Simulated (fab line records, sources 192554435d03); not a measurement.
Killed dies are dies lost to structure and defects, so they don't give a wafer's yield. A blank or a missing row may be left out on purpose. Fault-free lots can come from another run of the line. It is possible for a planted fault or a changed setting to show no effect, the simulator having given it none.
fab line records	flow n5Finfet
record lots=24	wafers=72	lastDay=20
route steps=1938 shown BEOL_M12@1639 BEOL_M13@1690 BEOL_M14@1729
lots untouched by any fault: they come from a run of this same line in which no faults occurred
startH: hours from the record's opening day to when the first of the lot's shown wafers began	waitH: hours from the lot's prior step to this one	" as in the row above	L1.1+2: one row covering several wafers at once	- either no value or no given start	* or withheld: withheld	< > ~ a bound
route shown NAME@n: a module of which the file shows steps, and the number in the route of the first	usual: average and standard deviation across the fault-free wafers	same: alike in all rows	chamber/n: place in a boat	sites: each site's reading	_std_site: standard deviation of those values	_edge_site: outer sites' mean less inner sites'	radiusMm: how far each site lies from the wafer's centre	mask NAME#n: copy n	behind: the most recent tool/chamber to have shaped the wafer	hold: cause of the lot's hold/its duration in hours/its outcome	device: the transistor (n, p or np) that didn't switch	end of line: tests of these same wafers at the route's end	a step with no rows: only its recipe	killed: dies that structure and defects cost at the first sort, which is not the same as the wafer's yield	map: dies across one wafer; x = killed, . = not, _ = none there
set.NAME: the setting that was run; set.NAME@STEP: the one run at that earlier step	model.NAME: the simulator's own value behind a step, which no gauge read
one table for each step of the route and one row for each wafer, over a sample of lots
services: when a tool's chamber went out of use (startH, in hours from the record's first day, below 0 if earlier), for how many hours, and the reason
## steps
# step N5_BEOL_M12_TRENCH_ETCH_34
# recipe chemistry=C4F8/O2/Ar	target=SiOC	targetDepthA=3189.5	maskMaterial=SOC	pressureMtorr=30	sourceW=3000	biasW=700	Ar_flow_sccm=400	C4F8_flow_sccm=15	O2_flow_sccm=8	heInnerTorr=15	heOuterTorr=30	timeS=125.5	ionEnergyEv=250
# usual drypumpMotorCurrentA=5.8/0.39	oesProductAu=0.80/0.11	rfVppV=665.3/1.9	showerheadPlenumPTorr=3.41/0.059	throttleValvePct=24.13/0.22
lot.wafer	tool	chamber	startH	waitH	drypumpMotorCurrentA	oesProductAu	rfHoursCounterH	rfVppV	showerheadPlenumPTorr	throttleValvePct
L074.3	rieDiel-04	2	271.16	0.0	6.3	0.70	219	665.3	3.37	24.17
L074.4	"	3	"	"	5.4	0.65	250	666.6	3.51	24.42
L074.5	"	3	"	"	5.4	0.66	-	668.5	3.51	24.43
L075.2	rieDiel-02	1	303.74	0.0	5.7	0.70	226	664.3	3.39	24.42
L075.4	"	0	"	"	6.2	0.79	-	666.9	3.43	24.15
L075.6	"	1	"	"	5.7	0.70	-	664.8	3.39	24.42
L076.1	rieDiel-02	3	311.77	0.0	5.8	0.93	17	667.8	3.48	24.01
L076.4	"	1	"	"	5.7	0.69	229	664.8	3.39	24.42
L076.6	"	0	"	"	6.2	0.79	-	665.0	3.43	24.15
L077.1	rieDiel-02	0	316.89	0.0	6.2	0.78	118	666.2	3.43	24.16
L077.2	"	2	"	"	4.9	0.70	220	666.4	3.38	24.51
L077.5	"	0	"	"	6.2	0.79	-	665.5	3.43	24.17
L078.1	rieDiel-02	1	326.21	0.0	5.7	0.69	234	662.9	3.39	24.42
L078.3	"	2	"	"	4.9	0.69	223	664.0	3.38	24.52
L078.4	"	0	"	"	6.2	0.79	120	665.3	3.42	24.17
L080.1	rieDiel-04	0	333.78	0.0	6.0	0.87	24	663.2	3.35	23.81
L080.2	"	1	"	"	5.3	0.94	7	667.3	3.50	23.85
L080.5	"	1	"	"	5.3	0.94	-	668.3	3.50	23.85
L081.1	rieDiel-04	3	336.84	0.0	5.3	0.93	18	668.5	3.50	24.17
L081.3	"	1	"	"	5.4	0.93	9	668.6	3.50	23.87
L081.4	"	0	"	"	6.0	0.90	26	664.5	3.35	23.80
L083.1	rieDiel-02	0	339.40	0.0	6.2	0.78	125	665.8	3.42	24.16
L083.5	"	2	"	"	4.9	0.69	-	663.6	3.38	24.52
L083.6	"	1	"	"	5.7	0.69	-	664.0	3.39	24.43
L082.3	rieDiel-04	0	346.80	0.0	6.0	0.86	30	663.0	3.35	23.81
L082.5	"	0	"	"	6.0	0.87	-	662.7	3.35	23.80
L082.6	"	1	"	"	5.4	0.91	-	667.8	3.49	23.85
L084.3	rieDiel-04	1	347.29	0.0	5.4	0.92	12	668.3	3.49	23.86
L084.5	"	3	"	"	5.4	0.91	-	667.8	3.50	24.16
L084.6	"	0	"	"	6.0	0.88	-	662.8	3.35	23.82
L086.2	rieDiel-04	2	359.01	0.0	6.3	0.69	249	663.1	3.36	24.21
L086.3	"	0	"	"	6.0	0.87	34	664.2	3.34	23.80
L086.6	"	3	"	"	5.3	0.90	-	667.3	3.49	24.15
L092.2	rieDiel-05	2	360.08	0.0	5.7	0.98	2	664.6	3.38	23.77
L092.3	"	1	"	"	6.3	0.78	104	662.2	3.31	23.94
L092.4	"	3	"	"	5.5	0.68	236	668.7	3.51	24.20
L085.3	rieDiel-02	0	362.70	0.0	6.2	0.77	132	665.8	3.42	24.17
L085.4	"	1	"	"	5.7	0.67	247	662.8	3.38	24.43
L085.6	"	2	"	"	4.9	0.68	-	664.3	3.37	24.54
L088.3	rieDiel-02	3	377.30	0.0	5.8	0.87	41	666.9	3.46	24.05
L088.5	"	3	"	"	5.8	0.88	-	667.4	3.46	24.07
L088.6	"	1	"	"	5.7	0.68	-	662.6	3.38	24.44
L087.3	rieDiel-02	3	383.72	0.0	5.8	0.87	43	667.4	3.46	24.05
L087.4	"	1	"	"	5.7	0.68	-	663.3	3.38	24.44
L087.6	"	0	"	"	6.2	0.76	-	665.6	3.41	24.19
L089.2	rieDiel-05	1	383.86	0.0	6.3	0.78	112	662.3	3.30	23.97
L089.4	"	3	"	"	5.5	0.67	245	667.8	3.50	24.21
L089.5	"	1	"	"	6.3	0.78	-	662.8	3.30	23.97
L090.2	rieDiel-02	2	389.22	0.0	4.9	0.68	239	664.7	3.37	24.53
L090.4	"	0	"	"	6.2	0.76	-	664.3	3.41	24.18
L090.5	"	2	"	"	4.9	0.68	-	663.6	3.37	24.53
L091.1	rieDiel-05	1	389.50	0.0	6.3	0.77	114	663.6	3.30	23.96
L091.3	"	2	"	"	5.7	0.93	12	665.0	3.37	23.76
L091.4	"	3	"	"	5.5	0.68	247	667.1	3.50	24.20
L093.3	rieDiel-05	1	394.29	0.0	6.3	0.77	117	661.8	3.30	23.95
L093.5	"	1	"	"	6.3	0.77	-	662.1	3.30	23.96
L093.6	"	2	"	"	5.7	0.92	-	662.8	3.37	23.77
L097.1	rieDiel-02	0	423.64	0.0	6.2	0.75	158	665.0	3.40	24.23
L097.2	"	3	"	"	5.8	0.84	60	666.9	3.45	24.09
L097.6	"	3	"	"	5.8	0.85	-	665.0	3.45	24.08
L096.1	rieDiel-05	0	424.12	0.0	6.1	0.68	223	664.1	3.38	24.36
L096.3	"	1	"	"	6.3	0.76	130	662.8	3.29	23.97
L096.6	"	1	"	"	6.3	0.77	-	661.9	3.29	23.98
L079.1	rieDiel-02	3	424.51	0.0	5.8	0.85	60	669.0	3.45	24.07
L079.2	"	0	"	"	6.2	0.76	158	665.7	3.40	24.20
L079.6	"	0	"	"	6.2	0.75	-	664.9	3.40	24.21
L094.1	rieDiel-05	3	441.16	0.0	5.5	0.96	7	667.0	3.49	23.94
L094.2	"	2	"	"	5.7	0.88	32	662.2	3.36	23.80
L094.6	"	0	"	"	6.2	0.67	-	664.6	3.38	24.36
L095.1	rieDiel-02	0	446.28	0.0	6.2	0.75	167	664.2	3.40	24.21
L095.4	"	0	"	"	6.2	0.74	-	664.8	3.40	24.22
L095.6	"	1	"	"	5.7	0.94	-	663.3	3.37	24.08
# step N5_BEOL_M12_DEGAS_41
# recipe ambient=vacuum	tempC=250	timeS=60
# usual heaterPowerW=332/27
lot.wafer	tool	chamber	startH	waitH	heaterPowerW
L074.3	pvdSputter-03	-	274.24	2.6	295
L074.4	"	-	"	"	374
L074.5	"	-	"	"	349
L075.2	pvdSputter-03	-	306.30	0.3	349
L075.4	"	-	"	"	360
L075.6	"	-	"	"	353
L076.1	pvdSputter-02	-	313.26	0.4	338
L076.4	"	-	"	"	343
L076.6	"	-	"	"	305
L077.1	pvdSputter-02	-	318.26	0.4	342
L077.2	"	-	"	"	312
L077.5	"	-	"	"	335
L078.1	pvdSputter-02	-	331.01	0.5	341
L078.3	"	-	"	"	307
L078.4	"	-	"	"	350
L080.1	pvdSputter-03	-	334.47	0.2	296
L080.2	"	-	"	"	366
L080.5	"	-	"	"	297
L081.1	pvdSputter-02	-	340.90	0.3	346
L081.3	"	-	"	"	341
L081.4	"	-	"	"	315
L083.1	pvdSputter-02	-	341.52	0.5	306
L083.5	"	-	"	"	343
L083.6	"	-	"	"	308
L082.3	pvdSputter-01	-	348.43	0.3	365
L082.5	"	-	"	"	375
L082.6	"	-	"	"	379
L084.3	pvdSputter-03	-	350.29	2.0	303
L084.5	"	-	"	"	299
L084.6	"	-	"	"	375
L086.2	pvdSputter-01	-	360.88	0.2	364
L086.3	"	-	"	"	321
L086.6	"	-	"	"	327
L092.2	pvdSputter-03	-	363.05	1.9	302
L092.3	"	-	"	"	363
L092.4	"	-	"	"	348
L085.3	pvdSputter-03	-	370.14	0.5	309
L085.4	"	-	"	"	302
L085.6	"	-	"	"	374
L088.3	pvdSputter-03	-	380.14	0.7	357
L088.5	"	-	"	"	359
L088.6	"	-	"	"	302
L087.3	pvdSputter-02	-	385.41	0.3	335
L087.4	"	-	"	"	347
L087.6	"	-	"	"	343
L089.2	pvdSputter-03	-	385.89	0.4	295
L089.4	"	-	"	"	345
L089.5	"	-	"	"	295
L090.2	pvdSputter-03	-	392.21	0.4	297
L090.4	"	-	"	"	348
L090.5	"	-	"	"	297
L091.1	pvdSputter-02	-	397.93	0.3	343
L091.3	"	-	"	"	342
L091.4	"	-	"	"	310
L093.3	pvdSputter-03	-	400.17	2.1	363
L093.5	"	-	"	"	364
L093.6	"	-	"	"	298
L097.1	pvdSputter-01	-	425.34	0.4	290
L097.2	"	-	"	"	326
L097.6	"	-	"	"	383
L096.1	pvdSputter-02	-	425.83	0.4	300
L096.3	"	-	"	"	322
L096.6	"	-	"	"	306
L079.1	pvdSputter-03	-	425.83	0.3	361
L079.2	"	-	"	"	301
L079.6	"	-	"	"	293
L094.1	pvdSputter-01	-	442.88	0.5	378
L094.2	"	-	"	"	367
L094.6	"	-	"	"	369
L095.1	pvdSputter-02	-	448.96	0.3	308
L095.4	"	-	"	"	326
L095.6	"	-	"	"	334
# step N5_BEOL_M13_OVL_MEAS_29
# recipe pointsPerWafer=44
# usual M13_OVL=4/5.1
lot.wafer	tool	chamber	startH	waitH	M13_OVL[nm]
L074.3	overlay-02	0	277.04	0.0	6
L074.4	"	0	"	"	6
L074.5	"	0	"	"	9
L075.2	overlay-02	0	309.14	0.0	6
L075.4	"	0	"	"	5
L075.6	"	0	"	"	6
L076.1	overlay-02	0	317.43	0.0	4
L076.4	"	0	"	"	-3
L076.6	"	0	"	"	6
L077.1	overlay-02	0	321.02	0.0	10
L077.2	"	0	"	"	11
L077.5	"	0	"	"	6
L078.1	overlay-01	0	333.98	0.0	3
L078.3	"	0	"	"	1
L078.4	"	0	"	"	1
L080.1	overlay-01	0	337.67	0.0	6
L080.2	"	0	"	"	5
L080.5	"	0	"	"	7
L081.1	overlay-01	0	343.73	0.0	0
L081.3	"	0	"	"	4
L081.4	"	0	"	"	2
L083.1	overlay-01	0	344.61	0.0	3
L083.5	"	0	"	"	-1
L083.6	"	0	"	"	5
L082.3	overlay-01	0	351.72	0.0	8
L082.5	"	0	"	"	2
L082.6	"	0	"	"	3
L084.3	overlay-02	0	353.27	0.0	2
L084.5	"	0	"	"	4
L084.6	"	0	"	"	-5
L086.2	overlay-02	0	363.92	0.0	4
L086.3	"	0	"	"	5
L086.6	"	0	"	"	7
L092.2	overlay-01	0	365.91	0.0	1
L092.3	"	0	"	"	2
L092.4	"	0	"	"	4
L085.3	overlay-02	0	373.62	0.0	4
L085.4	"	0	"	"	12
L085.6	"	0	"	"	6
L088.3	overlay-02	0	383.43	0.0	4
L088.5	"	0	"	"	2
L088.6	"	0	"	"	10
L087.3	overlay-02	0	388.54	0.0	3
L087.4	"	0	"	"	2
L087.6	"	0	"	"	-1
L089.2	overlay-02	0	389.22	0.0	1
L089.4	"	0	"	"	-5
L089.5	"	0	"	"	-2
L090.2	overlay-02	0	395.18	0.0	-2
L090.4	"	0	"	"	-2
L090.5	"	0	"	"	3
L091.1	overlay-02	0	401.82	0.0	4
L091.3	"	0	"	"	9
L091.4	"	0	"	"	8
L093.3	overlay-02	0	403.33	0.0	-2
L093.5	"	0	"	"	0
L093.6	"	0	"	"	2
L097.1	overlay-01	0	428.29	0.0	14
L097.2	"	0	"	"	6
L097.6	"	0	"	"	10
L096.1	overlay-02	0	429.06	0.0	-4
L096.3	"	0	"	"	0
L096.6	"	0	"	"	5
L079.1	overlay-02	0	429.23	0.0	15
L079.2	"	0	"	"	12
L079.6	"	0	"	"	11
L094.1	overlay-01	0	445.80	0.0	6
L094.2	"	0	"	"	8
L094.6	"	0	"	"	10
L095.1	overlay-02	0	451.80	0.0	-2
L095.4	"	0	"	"	-4
L095.6	"	0	"	"	-9
# step N5_BEOL_M13_DEGAS_41
# recipe ambient=vacuum	tempC=250	timeS=60
# usual heaterPowerW=335/31
lot.wafer	tool	chamber	startH	waitH	heaterPowerW
L074.3	pvdSputter-01	-	278.93	0.6	328
L074.4	"	-	"	"	368
L074.5	"	-	"	"	382
L075.2	pvdSputter-02	-	311.02	0.8	298
L075.4	"	-	"	"	335
L075.6	"	-	"	"	306
L076.1	pvdSputter-02	-	318.94	0.4	342
L076.4	"	-	"	"	328
L076.6	"	-	"	"	346
L077.1	pvdSputter-03	-	322.98	0.5	363
L077.2	"	-	"	"	295
L077.5	"	-	"	"	348
L078.1	pvdSputter-01	-	336.45	0.3	375
L078.3	"	-	"	"	283
L078.4	"	-	"	"	357
L080.1	pvdSputter-03	-	341.29	0.5	297
L080.2	"	-	"	"	299
L080.5	"	-	"	"	373
L081.1	pvdSputter-01	-	347.41	0.2	289
L081.3	"	-	"	"	374
L081.4	"	-	"	"	329
L083.1	pvdSputter-01	-	347.81	0.4	380
L083.5	"	-	"	"	375
L083.6	"	-	"	"	366
L082.3	pvdSputter-03	-	355.54	0.1	297
L082.5	"	-	"	"	355
L082.6	"	-	"	"	295
L084.3	pvdSputter-01	-	357.78	0.6	377
L084.5	"	-	"	"	294
L084.6	"	-	"	"	378
L086.2	pvdSputter-03	-	370.70	0.3	366
L086.3	"	-	"	"	297
L086.6	"	-	"	"	298
L092.2	pvdSputter-03	-	372.62	0.3	292
L092.3	"	-	"	"	357
L092.4	"	-	"	"	296
L085.3	pvdSputter-02	-	375.17	0.1	301
L085.4	"	-	"	"	345
L085.6	"	-	"	"	352
L088.3	pvdSputter-02	-	384.97	0.0	333
L088.5	"	-	"	"	309
L088.6	"	-	"	"	345
L087.3	pvdSputter-01	-	391.99	0.3	377
L087.4	"	-	"	"	326
L087.6	"	-	"	"	365
L089.2	pvdSputter-02	-	394.55	2.4	336
L089.4	"	-	"	"	296
L089.5	"	-	"	"	334
L090.2	pvdSputter-02	-	397.47	0.3	344
L090.4	"	-	"	"	301
L090.5	"	-	"	"	353
L091.1	pvdSputter-03	-	402.82	0.0	364
L091.3	"	-	"	"	294
L091.4	"	-	"	"	352
L093.3	pvdSputter-03	-	405.96	0.2	293
L093.5	"	-	"	"	299
L093.6	"	-	"	"	361
L097.1	pvdSputter-01	-	429.91	0.2	367
L097.2	"	-	"	"	333
L097.6	"	-	"	"	370
L096.1	pvdSputter-02	-	432.68	2.1	299
L096.3	"	-	"	"	336
L096.6	"	-	"	"	338
L079.1	pvdSputter-01	-	434.32	0.2	329
L079.2	"	-	"	"	375
L079.6	"	-	"	"	330
L094.1	pvdSputter-01	-	449.15	0.4	380
L094.2	"	-	"	"	288
L094.6	"	-	"	"	333
L095.1	pvdSputter-03	-	453.68	0.8	357
L095.4	"	-	"	"	350
L095.6	"	-	"	"	355
# step N5_BEOL_M13_SPUTTER_44
# recipe material=Ta	targetThkA=100	tempC=50	biasV=80	powerW=15000	chamberPressurePa=0.07	timeS=16.13
# usual throttleValvePct=29.9/0.96
lot.wafer	tool	chamber	startH	waitH	throttleValvePct
L074.3	pvdSputter-01	-	279.09	0.0	29.7
L074.4	"	-	"	"	28.7
L074.5	"	-	"	"	28.7
L075.2	pvdSputter-02	-	311.18	0.0	30.2
L075.4	"	-	"	"	30.7
L075.6	"	-	"	"	29.9
L076.1	pvdSputter-02	-	319.10	0.0	30.4
L076.4	"	-	"	"	30.8
L076.6	"	-	"	"	27.3
L077.1	pvdSputter-03	-	323.14	0.0	29.1
L077.2	"	-	"	"	30.9
L077.5	"	-	"	"	30.5
L078.1	pvdSputter-01	-	336.61	0.0	28.9
L078.3	"	-	"	"	30.5
L078.4	"	-	"	"	30.3
L080.1	pvdSputter-03	-	341.45	0.0	30.7
L080.2	"	-	"	"	29.4
L080.5	"	-	"	"	28.9
L081.1	pvdSputter-01	-	347.57	0.0	30.4
L081.3	"	-	"	"	28.3
L081.4	"	-	"	"	29.8
L083.1	pvdSputter-01	-	347.97	0.0	28.5
L083.5	"	-	"	"	28.8
L083.6	"	-	"	"	30.4
L082.3	pvdSputter-03	-	355.70	0.0	29.5
L082.5	"	-	"	"	30.7
L082.6	"	-	"	"	31.5
L084.3	pvdSputter-01	-	357.94	0.0	28.5
L084.5	"	-	"	"	30.5
L084.6	"	-	"	"	30.5
L086.2	pvdSputter-03	-	370.86	0.0	29.2
L086.3	"	-	"	"	31.1
L086.6	"	-	"	"	29.7
L092.2	pvdSputter-03	-	372.78	0.0	29.6
L092.3	"	-	"	"	30.6
L092.4	"	-	"	"	31.0
L085.3	pvdSputter-02	-	375.33	0.0	30.2
L085.4	"	-	"	"	27.2
L085.6	"	-	"	"	30.3
L088.3	pvdSputter-02	-	385.13	0.0	30.5
L088.5	"	-	"	"	30.2
L088.6	"	-	"	"	30.3
L087.3	pvdSputter-01	-	392.15	0.0	30.4
L087.4	"	-	"	"	29.6
L087.6	"	-	"	"	30.1
L089.2	pvdSputter-02	-	394.71	0.0	30.8
L089.4	"	-	"	"	29.8
L089.5	"	-	"	"	30.9
L090.2	pvdSputter-02	-	397.63	0.0	27.1
L090.4	"	-	"	"	29.8
L090.5	"	-	"	"	30.0
L091.1	pvdSputter-03	-	402.98	0.0	29.1
L091.3	"	-	"	"	29.6
L091.4	"	-	"	"	30.6
L093.3	pvdSputter-03	-	406.12	0.0	29.6
L093.5	"	-	"	"	29.7
L093.6	"	-	"	"	29.0
L097.1	pvdSputter-01	-	430.07	0.0	30.5
L097.2	"	-	"	"	29.6
L097.6	"	-	"	"	30.3
L096.1	pvdSputter-02	-	432.84	0.0	30.1
L096.3	"	-	"	"	27.1
L096.6	"	-	"	"	30.8
L079.1	pvdSputter-01	-	434.48	0.0	29.7
L079.2	"	-	"	"	28.6
L079.6	"	-	"	"	29.8
L094.1	pvdSputter-01	-	449.31	0.0	29.2
L094.2	"	-	"	"	30.6
L094.6	"	-	"	"	29.8
L095.1	pvdSputter-03	-	453.84	0.0	29.0
L095.4	"	-	"	"	30.8
L095.6	"	-	"	"	28.7
# step N5_BEOL_M14_DESCUM_15
# recipe chemistry=O2	timeS=7.9	sourcePowerW=50	biasPowerW=20	pressureMtorr=20	rfFrequencyHz=2.712e+07	tempC=40	o2FlowSccm=225
# usual biasPowerW=20.01/0.065	drypumpMotorCurrentA=5.8/0.42	oesProductAu=0.81/0.098	rfVppV=243.1/1.1	showerheadPlenumPTorr=2.08/0.037	throttleValvePct=20.32/0.22
lot.wafer	tool	chamber	startH	waitH	biasPowerW	drypumpMotorCurrentA	oesProductAu	rfHoursCounterH	rfVppV	showerheadPlenumPTorr	throttleValvePct
L074.3	rieDiel-05	2	281.04	0.1	20.01	5.7	0.70	235	243.2	2.07	20.33
L074.4	"	3	"	"	20.14	5.5	0.71	204	243.7	2.16	20.37
L074.5	"	0	"	"	20.13	6.1	0.72	-	243.5	2.09	20.49
L075.2	rieDiel-04	3	313.13	0.0	19.96	5.3	0.95	10	243.7	2.13	20.23
L075.4	"	0	"	"	19.98	6.0	0.91	-	242.5	2.05	20.02
L075.6	"	3	"	"	20.06	5.3	0.95	-	242.3	2.13	20.23
L076.1	rieDiel-05	2	321.22	0.1	19.91	5.7	0.69	247	242.3	2.07	20.36
L076.4	"	1	"	"	19.97	6.3	0.80	87	242.0	2.03	20.20
L076.6	"	3	"	"	20.01	5.5	0.72	-	245.4	2.15	20.38
L077.1	rieDiel-02	1	325.41	0.0	19.93	5.6	0.69	234	243.3	2.05	20.54
L077.2	"	0	"	"	20.01	6.2	0.78	120	242.3	2.11	20.45
L077.5	"	2	"	"	19.86	4.9	0.68	-	242.8	2.07	20.77
L078.1	rieDiel-05	1	338.54	0.0	20.04	6.3	0.80	94	242.2	2.03	20.23
L078.3	"	3	"	"	20.05	5.5	0.70	225	245.1	2.15	20.39
L078.4	"	0	"	"	19.99	6.1	0.70	-	242.1	2.08	20.53
L080.1	rieDiel-02	3	343.33	0.1	19.99	5.8	0.90	28	244.8	2.12	20.22
L080.2	"	0	"	"	20.10	6.2	0.78	126	243.8	2.10	20.47
L080.5	"	2	"	"	20.06	4.9	0.68	-	243.1	2.07	20.77
L081.1	rieDiel-02	0	349.29	0.0	19.93	6.2	0.78	128	242.7	2.10	20.47
L081.3	"	2	"	"	20.01	4.8	0.69	231	243.0	2.07	20.75
L081.4	"	3	"	"	20.15	5.9	0.90	30	243.4	2.12	20.21
L083.1	rieDiel-02	0	350.19	0.4	19.97	6.2	0.77	128	241.8	2.10	20.48
L083.5	"	1	"	"	20.09	5.7	0.68	-	242.6	2.05	20.56
L083.6	"	2	"	"	19.98	4.9	0.69	-	241.5	2.07	20.79
L082.3	rieDiel-05	1	357.78	0.0	19.91	6.3	0.80	103	241.7	2.02	20.25
L082.5	"	0	"	"	20.06	6.1	0.70	-	244.7	2.08	20.54
L082.6	"	1	"	"	19.95	6.3	0.79	-	241.7	2.03	20.23
L084.3	rieDiel-02	3	360.16	0.5	20.14	5.8	0.89	33	243.2	2.12	20.21
L084.5	"	3	"	"	20.21	5.8	0.91	-	244.7	2.12	20.23
L084.6	"	2	"	"	20.00	4.9	0.69	-	243.1	2.07	20.77
L086.2	rieDiel-02	1	372.84	0.1	20.07	5.7	0.68	251	243.5	2.05	20.58
L086.3	"	0	"	"	20.02	6.2	0.77	136	242.1	2.10	20.48
L086.6	"	3	"	"	20.03	5.8	0.89	-	243.2	2.12	20.21
L092.2	rieDiel-02	0	374.67	0.1	19.96	6.2	0.78	137	242.9	2.10	20.49
L092.3	"	3	"	"	20.04	5.8	0.89	39	244.4	2.12	20.22
L092.4	"	0	"	"	20.02	6.2	0.77	-	242.9	2.10	20.48
L085.3	rieDiel-05	2	377.24	0.2	20.01	5.7	0.94	7	242.4	2.06	19.96
L085.4	"	3	"	"	19.91	5.5	0.69	243	244.1	2.14	20.42
L085.6	"	3	"	"	20.04	5.5	0.68	-	245.0	2.14	20.42
L088.3	rieDiel-04	0	387.03	0.0	19.99	6.0	0.85	46	243.0	2.04	20.05
L088.5	"	1	"	"	20.02	5.3	0.90	-	244.3	2.13	20.04
L088.6	"	2	"	"	19.90	6.3	0.98	-	242.3	2.06	20.18
L087.3	rieDiel-04	1	394.04	0.0	19.97	5.3	0.88	31	245.0	2.12	20.04
L087.4	"	2	"	"	19.94	6.2	0.96	-	243.1	2.06	20.21
L087.6	"	1	"	"	20.04	5.3	0.87	-	241.8	2.12	20.03
L089.2	rieDiel-02	0	396.46	0.0	19.87	6.2	0.77	145	242.4	2.10	20.50
L089.4	"	2	"	"	20.03	4.8	0.68	-	243.6	2.06	20.79
L089.5	"	3	"	"	20.03	5.8	0.88	-	243.6	2.12	20.24
L090.2	rieDiel-04	1	399.44	0.0	19.99	5.3	0.88	33	244.1	2.12	20.03
L090.4	"	0	"	"	20.01	6.0	0.85	-	241.4	2.04	20.08
L090.5	"	2	"	"	19.98	6.2	0.96	-	243.0	2.06	20.18
L091.1	rieDiel-04	2	404.86	0.0	20.00	6.2	0.95	10	242.2	2.06	20.20
L091.3	"	1	"	"	19.98	5.3	0.87	36	245.9	2.12	20.03
L091.4	"	2	"	"	19.99	6.2	0.95	-	240.4	2.06	20.20
L093.3	rieDiel-05	0	407.99	0.2	19.94	6.1	0.68	216	243.6	2.07	20.57
L093.5	"	1	"	"	19.99	6.3	0.77	-	242.9	2.02	20.27
L093.6	"	2	"	"	20.00	5.7	0.92	-	243.6	2.06	19.99
L097.1	rieDiel-05	1	432.04	0.0	19.98	6.3	0.76	133	242.5	2.02	20.28
L097.2	"	3	"	"	20.00	5.5	0.98	4	243.0	2.14	20.09
L097.6	"	3	"	"	20.02	5.5	0.97	-	244.2	2.14	20.10
L096.1	rieDiel-04	3	434.69	0.0	20.03	5.3	0.86	53	244.1	2.12	20.31
L096.3	"	1	"	"	20.00	5.3	0.86	46	244.3	2.12	20.06
L096.6	"	1	"	"	20.06	5.3	0.87	-	245.0	2.12	20.06
L079.1	rieDiel-02	1	436.69	0.0	20.12	5.7	0.96	7	243.8	2.04	20.15
L079.2	"	3	"	"	20.00	5.8	0.84	65	243.9	2.11	20.26
L079.6	"	0	"	"	19.84	6.2	0.75	-	242.6	2.09	20.52
L094.1	rieDiel-04	0	451.71	0.4	19.95	6.0	0.81	67	242.8	2.04	20.10
L094.2	"	1	"	"	19.90	5.3	0.85	51	244.4	2.12	20.05
L094.6	"	1	"	"	19.95	5.3	0.85	-	244.6	2.12	20.06
L095.1	rieDiel-04	0	455.84	0.2	20.04	6.0	0.83	68	242.4	2.03	20.09
L095.4	"	2	"	"	20.07	6.2	0.92	27	242.2	2.05	20.22
L095.6	"	3	"	"	20.06	5.3	0.86	-	245.8	2.12	20.30
## services
tool	chamber	startH	hours	kind
rieDiel-04	2	263.68	2.8	repair
rieDiel-04	3	271.32	-	clean
rieDiel-04	3	271.32	-	consumableReplace:focusRing
rieDiel-04	-	278.67	4.3	pm
rieDiel-05	1	302.74	4.3	repair
rieDiel-02	2	303.28	3.9	repair
rieDiel-02	2	364.20	19.8	repair
rieDiel-02	1	387.70	4.1	repair
rieDiel-02	1	391.96	-	clean
rieDiel-02	1	391.96	-	consumableReplace:focusRing
rieDiel-02	1	391.96	27.9	scheduledDown
rieDiel-02	1	391.96	27.9	ventCycle
rieDiel-04	3	393.95	5.8	repair
rieDiel-04	0	402.36	3.0	repair
pvdSputter-03	-	415.65	1.7	repair
rieDiel-02	-	419.96	0.5	repair
rieDiel-02	2	420.60	-	clean
rieDiel-02	2	420.60	-	consumableReplace:focusRing
rieDiel-02	2	420.60	27.5	scheduledDown
rieDiel-02	2	420.60	27.5	ventCycle
rieDiel-02	-	438.94	0.8	repair
rieDiel-02	1	453.70	15.3	repair
rieDiel-02	-	455.48	15.6	pm
pvdSputter-02	-	455.79	2.5	repair
## key
fault none
